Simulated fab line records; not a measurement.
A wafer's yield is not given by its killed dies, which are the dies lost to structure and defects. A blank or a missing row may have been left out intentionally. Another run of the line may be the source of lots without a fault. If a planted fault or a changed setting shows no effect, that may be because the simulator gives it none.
fab line records :: flow nand_harc :: part 2 of 2: steps 18 to 24 of 24
record
  lots=5
  wafers=15
  last_day=31
route steps=1302 shown A_CONTACT@1035
lots untouched by any fault: they come from a run of this same line in which no faults occurred
start_h: hours from the record's opening day to when the first of the lot's shown wafers began :: wait_h: hours elapsed since this lot's preceding step :: " as in the row above :: L1.1+2: a single row standing in for several wafers :: - no value, or no start was given :: * or withheld: withheld :: < > ~ a bound
route shown NAME@n: NAME is a module with steps in the file, n the number in the route of the first one :: usual: mean/standard deviation taken from wafers without a fault :: same: alike in all rows :: chamber/n: place in a boat :: sites: per-site readings :: _std_site: their standard deviation :: _edge_site: the outer-site mean with the inner-site mean subtracted :: radius_mm: how far each site lies from the wafer's centre :: mask NAME#n: copy n :: behind: tool/chamber where the wafer was last shaped :: hold: what put the lot on hold/how long, in hours/how the hold closed :: device: which transistor (n, p or np) failed to switch :: end of line: tests of these same wafers at the route's end :: where a step has no rows: the recipe by itself :: killed: dies that structure and defects cost at the first sort, which is not the same as the wafer's yield :: map: the dies of a wafer, with x for killed, . for not killed, _ for no die there
set.NAME: setting as actually run; set.NAME@STEP: the setting as run at that earlier step :: model.NAME: the simulator's own value behind a step, which no gauge read
lots at selected steps of the route; one table per step, one row per wafer
services: a tool's chamber out of use, with start hour (start_h, from the record's first day; less than 0 if before it), hours out, and reason
## steps
# step NHARC_A_CONTACT_ETCH_129
# recipe
  source_w=withheld
  pressure_mtorr=20
  bias_v=3000
  time_s=197
  target_depth_a=19180
  ar_flow_sccm=withheld
  c4f8_flow_sccm=withheld
  o2_flow_sccm=withheld
  chemistry=C4F8/O2/Ar
# usual
  oes_air_line_au=0.998/0.02
lot.wafer: L074.2
tool: har_cap_etch-03
chamber: 1
start_h: 495.76
wait_h: 0.1
oes_air_line_au: 0.961
rf_hours_counter_h: 42

lot.wafer: L074.4
tool: har_cap_etch-03
chamber: 0
start_h: 495.76
wait_h: 0.1
oes_air_line_au: 1.018
rf_hours_counter_h: -

lot.wafer: L074.6
tool: har_cap_etch-03
chamber: 0
start_h: 495.76
wait_h: 0.1
oes_air_line_au: 1.012
rf_hours_counter_h: -

lot.wafer: L080.2
tool: har_cap_etch-02
chamber: 1
start_h: 557.46
wait_h: 0.1
oes_air_line_au: 0.980
rf_hours_counter_h: 94

lot.wafer: L080.3
tool: har_cap_etch-02
chamber: 1
start_h: 557.46
wait_h: 0.1
oes_air_line_au: 1.023
rf_hours_counter_h: -

lot.wafer: L080.5
tool: har_cap_etch-02
chamber: 0
start_h: 557.46
wait_h: 0.1
oes_air_line_au: 0.986
rf_hours_counter_h: -

lot.wafer: L079.2
tool: har_cap_etch-01
chamber: 1
start_h: 558.55
wait_h: 0.1
oes_air_line_au: 1.001
rf_hours_counter_h: 8

lot.wafer: L079.3
tool: har_cap_etch-01
chamber: 0
start_h: 558.55
wait_h: 0.1
oes_air_line_au: 1.014
rf_hours_counter_h: -

lot.wafer: L079.5
tool: har_cap_etch-01
chamber: 0
start_h: 558.55
wait_h: 0.1
oes_air_line_au: 1.002
rf_hours_counter_h: -

lot.wafer: L081.4
tool: har_cap_etch-01
chamber: 1
start_h: 586.58
wait_h: 0.2
oes_air_line_au: 0.996
rf_hours_counter_h: -

lot.wafer: L081.3
tool: har_cap_etch-01
chamber: 0
start_h: 586.58
wait_h: 0.2
oes_air_line_au: 1.009
rf_hours_counter_h: -

lot.wafer: L081.6
tool: har_cap_etch-01
chamber: 1
start_h: 586.58
wait_h: 0.2
oes_air_line_au: 1.006
rf_hours_counter_h: -

lot.wafer: L092.2
tool: har_cap_etch-01
chamber: 1
start_h: 683.17
wait_h: 0.1
oes_air_line_au: 0.989
rf_hours_counter_h: 30

lot.wafer: L092.4
tool: har_cap_etch-01
chamber: 0
start_h: 683.17
wait_h: 0.1
oes_air_line_au: 0.951
rf_hours_counter_h: -

lot.wafer: L092.5
tool: har_cap_etch-01
chamber: 0
start_h: 683.17
wait_h: 0.1
oes_air_line_au: 0.957
rf_hours_counter_h: -
# step NHARC_A_CONTACT_ETCH_130
# recipe
  source_w=withheld
  pressure_mtorr=20
  bias_v=3000
  time_s=197
  target_depth_a=19180
  ar_flow_sccm=withheld
  c4f8_flow_sccm=withheld
  o2_flow_sccm=withheld
  chemistry=C4F8/O2/Ar
# usual
  oes_air_line_au=1.001/0.02
lot.wafer: L074.2
tool: har_cap_etch-03
chamber: 1
start_h: 495.94
wait_h: 0.1
oes_air_line_au: 0.988
rf_hours_counter_h: 42

lot.wafer: L074.4
tool: har_cap_etch-03
chamber: 0
start_h: 495.94
wait_h: 0.1
oes_air_line_au: 1.028
rf_hours_counter_h: -

lot.wafer: L074.6
tool: har_cap_etch-03
chamber: 0
start_h: 495.94
wait_h: 0.1
oes_air_line_au: 1.019
rf_hours_counter_h: -

lot.wafer: L080.2
tool: har_cap_etch-02
chamber: 1
start_h: 557.64
wait_h: 0.1
oes_air_line_au: 1.005
rf_hours_counter_h: 94

lot.wafer: L080.3
tool: har_cap_etch-02
chamber: 1
start_h: 557.64
wait_h: 0.1
oes_air_line_au: 0.998
rf_hours_counter_h: -

lot.wafer: L080.5
tool: har_cap_etch-02
chamber: 0
start_h: 557.64
wait_h: 0.1
oes_air_line_au: 1.050
rf_hours_counter_h: -

lot.wafer: L079.2
tool: har_cap_etch-01
chamber: 1
start_h: 558.72
wait_h: 0.1
oes_air_line_au: 1.020
rf_hours_counter_h: 8

lot.wafer: L079.3
tool: har_cap_etch-01
chamber: 0
start_h: 558.72
wait_h: 0.1
oes_air_line_au: 0.999
rf_hours_counter_h: -

lot.wafer: L079.5
tool: har_cap_etch-01
chamber: 0
start_h: 558.72
wait_h: 0.1
oes_air_line_au: 1.003
rf_hours_counter_h: -

lot.wafer: L081.4
tool: har_cap_etch-01
chamber: 1
start_h: 586.81
wait_h: 0.2
oes_air_line_au: 1.002
rf_hours_counter_h: -

lot.wafer: L081.3
tool: har_cap_etch-01
chamber: 0
start_h: 586.81
wait_h: 0.2
oes_air_line_au: 0.996
rf_hours_counter_h: -

lot.wafer: L081.6
tool: har_cap_etch-01
chamber: 1
start_h: 586.81
wait_h: 0.2
oes_air_line_au: 0.985
rf_hours_counter_h: -

lot.wafer: L092.2
tool: har_cap_etch-01
chamber: 1
start_h: 683.35
wait_h: 0.1
oes_air_line_au: 1.002
rf_hours_counter_h: 30

lot.wafer: L092.4
tool: har_cap_etch-01
chamber: 0
start_h: 683.35
wait_h: 0.1
oes_air_line_au: 0.964
rf_hours_counter_h: -

lot.wafer: L092.5
tool: har_cap_etch-01
chamber: 0
start_h: 683.35
wait_h: 0.1
oes_air_line_au: 0.996
rf_hours_counter_h: -
# step NHARC_A_CONTACT_ETCH_131
# recipe
  source_w=withheld
  pressure_mtorr=20
  bias_v=3000
  time_s=197
  target_depth_a=19180
  ar_flow_sccm=withheld
  c4f8_flow_sccm=withheld
  o2_flow_sccm=withheld
  chemistry=C4F8/O2/Ar
# usual
  oes_air_line_au=0.998/0.02
lot.wafer: L074.2
tool: har_cap_etch-03
chamber: 1
start_h: 496.12
wait_h: 0.1
oes_air_line_au: 0.982
rf_hours_counter_h: 43

lot.wafer: L074.4
tool: har_cap_etch-03
chamber: 0
start_h: 496.12
wait_h: 0.1
oes_air_line_au: 0.997
rf_hours_counter_h: -

lot.wafer: L074.6
tool: har_cap_etch-03
chamber: 0
start_h: 496.12
wait_h: 0.1
oes_air_line_au: 1.011
rf_hours_counter_h: -

lot.wafer: L080.2
tool: har_cap_etch-02
chamber: 1
start_h: 557.81
wait_h: 0.1
oes_air_line_au: 1.016
rf_hours_counter_h: 94

lot.wafer: L080.3
tool: har_cap_etch-02
chamber: 1
start_h: 557.81
wait_h: 0.1
oes_air_line_au: 1.004
rf_hours_counter_h: -

lot.wafer: L080.5
tool: har_cap_etch-02
chamber: 0
start_h: 557.81
wait_h: 0.1
oes_air_line_au: 1.008
rf_hours_counter_h: -

lot.wafer: L079.2
tool: har_cap_etch-01
chamber: 1
start_h: 558.90
wait_h: 0.1
oes_air_line_au: 0.999
rf_hours_counter_h: 8

lot.wafer: L079.3
tool: har_cap_etch-01
chamber: 0
start_h: 558.90
wait_h: 0.1
oes_air_line_au: 1.048
rf_hours_counter_h: -

lot.wafer: L079.5
tool: har_cap_etch-01
chamber: 0
start_h: 558.90
wait_h: 0.1
oes_air_line_au: 1.038
rf_hours_counter_h: -

lot.wafer: L081.4
tool: har_cap_etch-01
chamber: 1
start_h: 587.05
wait_h: 0.2
oes_air_line_au: 0.973
rf_hours_counter_h: -

lot.wafer: L081.3
tool: har_cap_etch-01
chamber: 0
start_h: 587.05
wait_h: 0.2
oes_air_line_au: 1.013
rf_hours_counter_h: -

lot.wafer: L081.6
tool: har_cap_etch-01
chamber: 1
start_h: 587.05
wait_h: 0.2
oes_air_line_au: 0.999
rf_hours_counter_h: -

lot.wafer: L092.2
tool: har_cap_etch-01
chamber: 1
start_h: 683.52
wait_h: 0.1
oes_air_line_au: 1.009
rf_hours_counter_h: 30

lot.wafer: L092.4
tool: har_cap_etch-01
chamber: 0
start_h: 683.52
wait_h: 0.1
oes_air_line_au: 1.004
rf_hours_counter_h: -

lot.wafer: L092.5
tool: har_cap_etch-01
chamber: 0
start_h: 683.52
wait_h: 0.1
oes_air_line_au: 1.021
rf_hours_counter_h: -
# step NHARC_A_CONTACT_ETCH_132
# recipe
  source_w=withheld
  pressure_mtorr=20
  bias_v=3000
  time_s=197
  target_depth_a=19240
  ar_flow_sccm=withheld
  c4f8_flow_sccm=withheld
  o2_flow_sccm=withheld
  chemistry=C4F8/O2/Ar
# usual
  oes_air_line_au=1.004/0.019
lot.wafer: L074.2
tool: har_cap_etch-03
chamber: 1
start_h: 496.29
wait_h: 0.1
oes_air_line_au: 1.008
rf_hours_counter_h: 43

lot.wafer: L074.4
tool: har_cap_etch-03
chamber: 0
start_h: 496.29
wait_h: 0.1
oes_air_line_au: 0.996
rf_hours_counter_h: -

lot.wafer: L074.6
tool: har_cap_etch-03
chamber: 0
start_h: 496.29
wait_h: 0.1
oes_air_line_au: 0.992
rf_hours_counter_h: -

lot.wafer: L080.2
tool: har_cap_etch-02
chamber: 1
start_h: 557.99
wait_h: 0.1
oes_air_line_au: 0.994
rf_hours_counter_h: 94

lot.wafer: L080.3
tool: har_cap_etch-02
chamber: 1
start_h: 557.99
wait_h: 0.1
oes_air_line_au: 1.018
rf_hours_counter_h: -

lot.wafer: L080.5
tool: har_cap_etch-02
chamber: 0
start_h: 557.99
wait_h: 0.1
oes_air_line_au: 1.034
rf_hours_counter_h: -

lot.wafer: L079.2
tool: har_cap_etch-01
chamber: 1
start_h: 559.08
wait_h: 0.1
oes_air_line_au: 0.996
rf_hours_counter_h: 8

lot.wafer: L079.3
tool: har_cap_etch-01
chamber: 0
start_h: 559.08
wait_h: 0.1
oes_air_line_au: 1.017
rf_hours_counter_h: -

lot.wafer: L079.5
tool: har_cap_etch-01
chamber: 0
start_h: 559.08
wait_h: 0.1
oes_air_line_au: 1.010
rf_hours_counter_h: -

lot.wafer: L081.4
tool: har_cap_etch-01
chamber: 1
start_h: 587.28
wait_h: 0.2
oes_air_line_au: 1.001
rf_hours_counter_h: -

lot.wafer: L081.3
tool: har_cap_etch-01
chamber: 0
start_h: 587.28
wait_h: 0.2
oes_air_line_au: 1.002
rf_hours_counter_h: -

lot.wafer: L081.6
tool: har_cap_etch-01
chamber: 1
start_h: 587.28
wait_h: 0.2
oes_air_line_au: 1.002
rf_hours_counter_h: -

lot.wafer: L092.2
tool: har_cap_etch-01
chamber: 1
start_h: 683.70
wait_h: 0.1
oes_air_line_au: 0.999
rf_hours_counter_h: 30

lot.wafer: L092.4
tool: har_cap_etch-01
chamber: 0
start_h: 683.70
wait_h: 0.1
oes_air_line_au: 0.983
rf_hours_counter_h: -

lot.wafer: L092.5
tool: har_cap_etch-01
chamber: 0
start_h: 683.70
wait_h: 0.1
oes_air_line_au: 0.986
rf_hours_counter_h: -
# step NHARC_A_CONTACT_ETCH_133
# recipe
  source_w=withheld
  pressure_mtorr=20
  bias_v=400
  time_s=374
  target_depth_a=16100
  ar_flow_sccm=withheld
  c4f8_flow_sccm=11.5
  o2_flow_sccm=7.2
  chemistry=C4F8/O2/Ar
# usual
  oes_air_line_au=1.001/0.02
lot.wafer: L074.2
tool: har_cap_etch-03
chamber: 1
start_h: 496.51
wait_h: 0.2
oes_air_line_au: 1.021
rf_hours_counter_h: 43

lot.wafer: L074.4
tool: har_cap_etch-03
chamber: 0
start_h: 496.51
wait_h: 0.2
oes_air_line_au: 1.002
rf_hours_counter_h: -

lot.wafer: L074.6
tool: har_cap_etch-03
chamber: 0
start_h: 496.51
wait_h: 0.2
oes_air_line_au: 0.988
rf_hours_counter_h: -

lot.wafer: L080.2
tool: har_cap_etch-02
chamber: 1
start_h: 558.21
wait_h: 0.2
oes_air_line_au: 0.995
rf_hours_counter_h: 94

lot.wafer: L080.3
tool: har_cap_etch-02
chamber: 1
start_h: 558.21
wait_h: 0.2
oes_air_line_au: 1.001
rf_hours_counter_h: -

lot.wafer: L080.5
tool: har_cap_etch-02
chamber: 0
start_h: 558.21
wait_h: 0.2
oes_air_line_au: 0.978
rf_hours_counter_h: -

lot.wafer: L079.2
tool: har_cap_etch-01
chamber: 1
start_h: 559.26
wait_h: 0.1
oes_air_line_au: 0.973
rf_hours_counter_h: 9

lot.wafer: L079.3
tool: har_cap_etch-01
chamber: 0
start_h: 559.26
wait_h: 0.1
oes_air_line_au: 1.002
rf_hours_counter_h: -

lot.wafer: L079.5
tool: har_cap_etch-01
chamber: 0
start_h: 559.26
wait_h: 0.1
oes_air_line_au: 1.009
rf_hours_counter_h: -

lot.wafer: L081.4
tool: har_cap_etch-01
chamber: 1
start_h: 587.63
wait_h: 0.3
oes_air_line_au: 1.010
rf_hours_counter_h: -

lot.wafer: L081.3
tool: har_cap_etch-01
chamber: 0
start_h: 587.63
wait_h: 0.3
oes_air_line_au: 1.015
rf_hours_counter_h: -

lot.wafer: L081.6
tool: har_cap_etch-01
chamber: 1
start_h: 587.63
wait_h: 0.3
oes_air_line_au: 1.014
rf_hours_counter_h: -

lot.wafer: L092.2
tool: har_cap_etch-01
chamber: 1
start_h: 683.87
wait_h: 0.1
oes_air_line_au: 1.000
rf_hours_counter_h: 30

lot.wafer: L092.4
tool: har_cap_etch-01
chamber: 0
start_h: 683.87
wait_h: 0.1
oes_air_line_au: 1.018
rf_hours_counter_h: -

lot.wafer: L092.5
tool: har_cap_etch-01
chamber: 0
start_h: 683.87
wait_h: 0.1
oes_air_line_au: 1.015
rf_hours_counter_h: -
# step NHARC_A_CONTACT_ETCH_91
# recipe
  target_depth_a=400
  over_etch_frac=0.5
  time_s=85.7
  ion_energy_ev=120
  ch3f_flow_sccm=50
  o2_flow_sccm=30
  ar_flow_sccm=200
  rf_w=500
  bias_w=100
  chemistry=CH3F/O2
# usual
  bias_w=100.05/0.3
  drypump_motor_current_A=5.6/0.56
  oes_product_au=0.941/0.029
  rf_vpp_V=244.5/1.7
  showerhead_plenum_p_Torr=2.47/0.11
  throttle_valve_pct=20.663/0.0097
# same
  over_etch_frac=0.5
lot.wafer: L074.4
tool: rie_diel-02
chamber: 2
start_h: 497.24
wait_h: 0.6
bias_w: 99.94
drypump_motor_current_A: 5.2
oes_product_au: 0.936
rf_hours_counter_h: 17
rf_vpp_V: 241.5
showerhead_plenum_p_Torr: 2.27
throttle_valve_pct: 20.661

lot.wafer: L074.2
tool: rie_diel-02
chamber: 3
start_h: 497.24
wait_h: 0.6
bias_w: 100.55
drypump_motor_current_A: 6.5
oes_product_au: 0.926
rf_hours_counter_h: 17
rf_vpp_V: 244.7
showerhead_plenum_p_Torr: 2.42
throttle_valve_pct: 20.667

lot.wafer: L074.6
tool: rie_diel-02
chamber: 2
start_h: 497.24
wait_h: 0.6
bias_w: 99.68
drypump_motor_current_A: 5.2
oes_product_au: 0.933
rf_hours_counter_h: -
rf_vpp_V: 240.7
showerhead_plenum_p_Torr: 2.27
throttle_valve_pct: 20.675

lot.wafer: L080.2
tool: rie_diel-02
chamber: 1
start_h: 558.92
wait_h: 0.6
bias_w: 99.75
drypump_motor_current_A: 5.8
oes_product_au: 0.964
rf_hours_counter_h: 24
rf_vpp_V: 243.0
showerhead_plenum_p_Torr: 2.44
throttle_valve_pct: 20.664

lot.wafer: L080.3
tool: rie_diel-02
chamber: 3
start_h: 558.92
wait_h: 0.6
bias_w: 99.90
drypump_motor_current_A: 6.5
oes_product_au: 0.934
rf_hours_counter_h: 27
rf_vpp_V: 244.1
showerhead_plenum_p_Torr: 2.41
throttle_valve_pct: 20.695

lot.wafer: L080.5
tool: rie_diel-02
chamber: 2
start_h: 558.92
wait_h: 0.6
bias_w: 99.63
drypump_motor_current_A: 5.2
oes_product_au: 0.967
rf_hours_counter_h: -
rf_vpp_V: 241.3
showerhead_plenum_p_Torr: 2.27
throttle_valve_pct: 20.674

lot.wafer: L079.2
tool: rie_diel-02
chamber: 2
start_h: 560.03
wait_h: 0.7
bias_w: 99.89
drypump_motor_current_A: 5.2
oes_product_au: 1.021
rf_hours_counter_h: 28
rf_vpp_V: 240.0
showerhead_plenum_p_Torr: 2.27
throttle_valve_pct: 20.677

lot.wafer: L079.3
tool: rie_diel-02
chamber: 0
start_h: 560.03
wait_h: 0.7
bias_w: 100.70
drypump_motor_current_A: 4.9
oes_product_au: 1.027
rf_hours_counter_h: 26
rf_vpp_V: 246.7
showerhead_plenum_p_Torr: 2.47
throttle_valve_pct: 20.670

lot.wafer: L079.5
tool: rie_diel-02
chamber: 2
start_h: 560.03
wait_h: 0.7
bias_w: 99.95
drypump_motor_current_A: 5.2
oes_product_au: 1.013
rf_hours_counter_h: -
rf_vpp_V: 241.3
showerhead_plenum_p_Torr: 2.27
throttle_valve_pct: 20.672

lot.wafer: L081.4
tool: rie_diel-02
chamber: 0
start_h: 588.37
wait_h: 0.6
bias_w: 100.09
drypump_motor_current_A: 4.9
oes_product_au: 1.010
rf_hours_counter_h: 1
rf_vpp_V: 243.4
showerhead_plenum_p_Torr: 2.47
throttle_valve_pct: 20.653

lot.wafer: L081.3
tool: rie_diel-02
chamber: 3
start_h: 588.37
wait_h: 0.6
bias_w: 99.62
drypump_motor_current_A: 6.5
oes_product_au: 1.009
rf_hours_counter_h: 1
rf_vpp_V: 244.7
showerhead_plenum_p_Torr: 2.41
throttle_valve_pct: 20.653

lot.wafer: L081.6
tool: rie_diel-02
chamber: 1
start_h: 588.37
wait_h: 0.6
bias_w: 99.79
drypump_motor_current_A: 5.7
oes_product_au: 1.015
rf_hours_counter_h: -
rf_vpp_V: 243.4
showerhead_plenum_p_Torr: 2.44
throttle_valve_pct: 20.643

lot.wafer: L092.4
tool: rie_diel-02
chamber: 0
start_h: 684.68
wait_h: 0.5
bias_w: 100.15
drypump_motor_current_A: 4.9
oes_product_au: 0.941
rf_hours_counter_h: 20
rf_vpp_V: 244.1
showerhead_plenum_p_Torr: 2.46
throttle_valve_pct: 20.652

lot.wafer: L092.2
tool: rie_diel-02
chamber: 1
start_h: 684.68
wait_h: 0.5
bias_w: 100.33
drypump_motor_current_A: 5.7
oes_product_au: 0.931
rf_hours_counter_h: 24
rf_vpp_V: 244.4
showerhead_plenum_p_Torr: 2.43
throttle_valve_pct: 20.654

lot.wafer: L092.5
tool: rie_diel-02
chamber: 2
start_h: 684.68
wait_h: 0.5
bias_w: 100.67
drypump_motor_current_A: 5.2
oes_product_au: 0.923
rf_hours_counter_h: -
rf_vpp_V: 246.2
showerhead_plenum_p_Torr: 2.65
throttle_valve_pct: 20.651
# step NHARC_A_CONTACT_ETCH_97
# recipe
  target_depth_a=200
  over_etch_frac=0.5
  time_s=10
  ion_energy_ev=250
  c4f6_flow_sccm=25
  o2_flow_sccm=20
  ar_flow_sccm=500
  rf_w=600
  bias_w=500
  chemistry=C4F6/O2
# usual
  bias_w=500.1/1.6
  drypump_motor_current_A=5.7/0.58
  oes_product_au=0.961/0.024
  rf_vpp_V=548/3.4
  showerhead_plenum_p_Torr=3.96/0.16
  throttle_valve_pct=26.903/0.0092
# same
  over_etch_frac=0.5
lot.wafer: L074.4
tool: rie_diel-02
chamber: 2
start_h: -
wait_h: -
bias_w: 503.3
drypump_motor_current_A: 5.2
oes_product_au: 0.949
rf_hours_counter_h: 17
rf_vpp_V: 540
showerhead_plenum_p_Torr: 3.65
throttle_valve_pct: 26.906

lot.wafer: L074.2
tool: rie_diel-02
chamber: 3
start_h: -
wait_h: -
bias_w: 500.6
drypump_motor_current_A: 6.5
oes_product_au: 0.941
rf_hours_counter_h: 17
rf_vpp_V: 545
showerhead_plenum_p_Torr: 3.86
throttle_valve_pct: 26.886

lot.wafer: L074.6
tool: rie_diel-02
chamber: 0
start_h: -
wait_h: -
bias_w: 500.5
drypump_motor_current_A: 4.8
oes_product_au: 0.950
rf_hours_counter_h: -
rf_vpp_V: 548
showerhead_plenum_p_Torr: 3.95
throttle_valve_pct: 26.911

lot.wafer: L080.3
tool: rie_diel-02
chamber: 1
start_h: -
wait_h: -
bias_w: 500.9
drypump_motor_current_A: 5.8
oes_product_au: 0.973
rf_hours_counter_h: 24
rf_vpp_V: 546
showerhead_plenum_p_Torr: 3.89
throttle_valve_pct: 26.898

lot.wafer: L080.2
tool: rie_diel-02
chamber: 2
start_h: -
wait_h: -
bias_w: 501.1
drypump_motor_current_A: 5.2
oes_product_au: 0.992
rf_hours_counter_h: 28
rf_vpp_V: 542
showerhead_plenum_p_Torr: 3.64
throttle_valve_pct: 26.923

lot.wafer: L080.5
tool: rie_diel-02
chamber: 3
start_h: -
wait_h: -
bias_w: 502.2
drypump_motor_current_A: 6.5
oes_product_au: 0.945
rf_hours_counter_h: -
rf_vpp_V: 546
showerhead_plenum_p_Torr: 3.86
throttle_valve_pct: 26.904

lot.wafer: L079.3
tool: rie_diel-02
chamber: 2
start_h: -
wait_h: -
bias_w: 499.7
drypump_motor_current_A: 5.2
oes_product_au: 1.021
rf_hours_counter_h: 28
rf_vpp_V: 540
showerhead_plenum_p_Torr: 3.64
throttle_valve_pct: 26.902

lot.wafer: L079.2
tool: rie_diel-02
chamber: 3
start_h: -
wait_h: -
bias_w: 497.4
drypump_motor_current_A: 6.5
oes_product_au: 0.996
rf_hours_counter_h: 27
rf_vpp_V: 546
showerhead_plenum_p_Torr: 3.86
throttle_valve_pct: 26.897

lot.wafer: L079.5
tool: rie_diel-02
chamber: 2
start_h: -
wait_h: -
bias_w: 501.1
drypump_motor_current_A: 5.2
oes_product_au: 1.002
rf_hours_counter_h: -
rf_vpp_V: 543
showerhead_plenum_p_Torr: 3.64
throttle_valve_pct: 26.899

lot.wafer: L081.3
tool: rie_diel-02
chamber: 1
start_h: -
wait_h: -
bias_w: 501.5
drypump_motor_current_A: 5.8
oes_product_au: 1.034
rf_hours_counter_h: 1
rf_vpp_V: 546
showerhead_plenum_p_Torr: 3.89
throttle_valve_pct: 26.911

lot.wafer: L081.4
tool: rie_diel-02
chamber: 2
start_h: -
wait_h: -
bias_w: 501.6
drypump_motor_current_A: 5.2
oes_product_au: 1.009
rf_hours_counter_h: 1
rf_vpp_V: 553
showerhead_plenum_p_Torr: 4.23
throttle_valve_pct: 26.920

lot.wafer: L081.6
tool: rie_diel-02
chamber: 0
start_h: -
wait_h: -
bias_w: 501.7
drypump_motor_current_A: 4.9
oes_product_au: 1.008
rf_hours_counter_h: -
rf_vpp_V: 547
showerhead_plenum_p_Torr: 3.94
throttle_valve_pct: 26.903

lot.wafer: L092.4
tool: rie_diel-02
chamber: 2
start_h: -
wait_h: -
bias_w: 502.7
drypump_motor_current_A: 5.2
oes_product_au: 0.971
rf_hours_counter_h: 23
rf_vpp_V: 551
showerhead_plenum_p_Torr: 4.21
throttle_valve_pct: 26.905

lot.wafer: L092.2
tool: rie_diel-02
chamber: 3
start_h: -
wait_h: -
bias_w: 499.2
drypump_motor_current_A: 6.5
oes_product_au: 0.983
rf_hours_counter_h: 17
rf_vpp_V: 544
showerhead_plenum_p_Torr: 3.85
throttle_valve_pct: 26.900

lot.wafer: L092.5
tool: rie_diel-02
chamber: 1
start_h: -
wait_h: -
bias_w: 499.8
drypump_motor_current_A: 5.8
oes_product_au: 0.968
rf_hours_counter_h: -
rf_vpp_V: 546
showerhead_plenum_p_Torr: 3.88
throttle_valve_pct: 26.908
## services
tool: rie_diel-02
chamber: 1
start_h: 480.12
hours: 4.6
kind: repair

tool: arfi_scanner-02
chamber: -
start_h: 484.00
hours: 4.0
kind: pm

tool: rie_diel-02
chamber: 1
start_h: 487.23
hours: 6.2
kind: repair

tool: har_cap_etch-01
chamber: -
start_h: 497.00
hours: 17.0
kind: pm

tool: arfi_scanner-03
chamber: -
start_h: 497.73
hours: 0.3
kind: repair

tool: arfi_scanner-03
chamber: -
start_h: 504.87
hours: 4.0
kind: pm

tool: litho_track-01
chamber: -
start_h: 505.00
hours: 7.0
kind: pm

tool: rie_diel-13
chamber: -
start_h: 519.07
hours: 9.0
kind: pm

tool: rie_diel-02
chamber: 3
start_h: 524.81
hours: 10.6
kind: repair

tool: litho_track-06
chamber: -
start_h: 529.00
hours: 7.0
kind: pm

tool: arfi_scanner-03
chamber: -
start_h: 540.07
hours: 5.2
kind: repair

tool: har_cap_etch-01
chamber: -
start_h: 541.82
hours: 0.2
kind: repair

tool: rie_diel-13
chamber: 3
start_h: 543.83
hours: 9.8
kind: repair

tool: rie_diel-02
chamber: 2
start_h: 547.21
hours: 2.3
kind: repair

tool: litho_track-04
chamber: -
start_h: 553.00
hours: 7.0
kind: pm

tool: rie_diel-01
chamber: -
start_h: 559.24
hours: 9.0
kind: pm

tool: rie_diel-02
chamber: -
start_h: 570.71
hours: 9.0
kind: pm

tool: arfi_scanner-01
chamber: -
start_h: 596.00
hours: 4.0
kind: pm

tool: rie_diel-02
chamber: -
start_h: 599.33
hours: 2.7
kind: repair

tool: rie_diel-13
chamber: 2
start_h: 615.96
hours: 3.5
kind: repair

tool: rie_diel-01
chamber: 1
start_h: 618.38
hours: 3.1
kind: repair

tool: rie_diel-02
chamber: 3
start_h: 624.85
hours: 8.1
kind: repair

tool: rie_diel-01
chamber: 0
start_h: 644.13
hours: 5.0
kind: repair

tool: rie_diel-01
chamber: -
start_h: 644.34
hours: 1.1
kind: repair
